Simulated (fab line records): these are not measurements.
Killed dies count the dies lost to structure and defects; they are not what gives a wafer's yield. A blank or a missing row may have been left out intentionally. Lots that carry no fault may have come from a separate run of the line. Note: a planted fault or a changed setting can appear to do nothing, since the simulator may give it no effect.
Matching of chambers    flow nandHarc    NHARC_A_CHANNEL_FILL_D1_ALD_16 on aldHk-02: 4 sister chambers
The step deposits SiO2, target thk 1.5 nm, pulse time 10 s, ald cycles 15. 4 wafers are shown with their chamber, then 7 later ones without.

## WAFERS PAIRED WITH THEIR CHAMBERS
wafer   chamber  heaterPowerW (W)
L848.1  0        427
L848.6  2        562
L850.1  3        523
L850.4  1        498

## WAFERS WITH NO CHAMBER GIVEN
wafer   heaterPowerW (W)
L850.5  499
L851.1  573
L851.3  493
L851.4  445
L857.1  491
L857.2  563
L857.3  443

## EACH ONE'S CHAMBER
wafer   from the rows above  in truth
L850.5  1                    1
L851.1  2                    2
L851.3  1                    1
L851.4  0                    0
L857.1  1                    1
L857.2  2                    2
L857.3  0                    0
7 of 7 placed correctly. From these rows, 0 cannot be placed. 0 placed wrongly.
How it was worked out, from the rows above alone: a wafer's distance from a chamber is the root of the sum, over the readings, of the square of ((its reading less the chamber's mean) divided by the reading's scatter). If the next closest chamber is less than 2 further off than the closest, the wafer can't be placed; otherwise it belongs to the closest. A chamber's mean is the mean of its shown wafers. The scatter: with one shown wafer a chamber, the root of the mean of the squares of how far each hidden wafer lies from its nearest shown one.
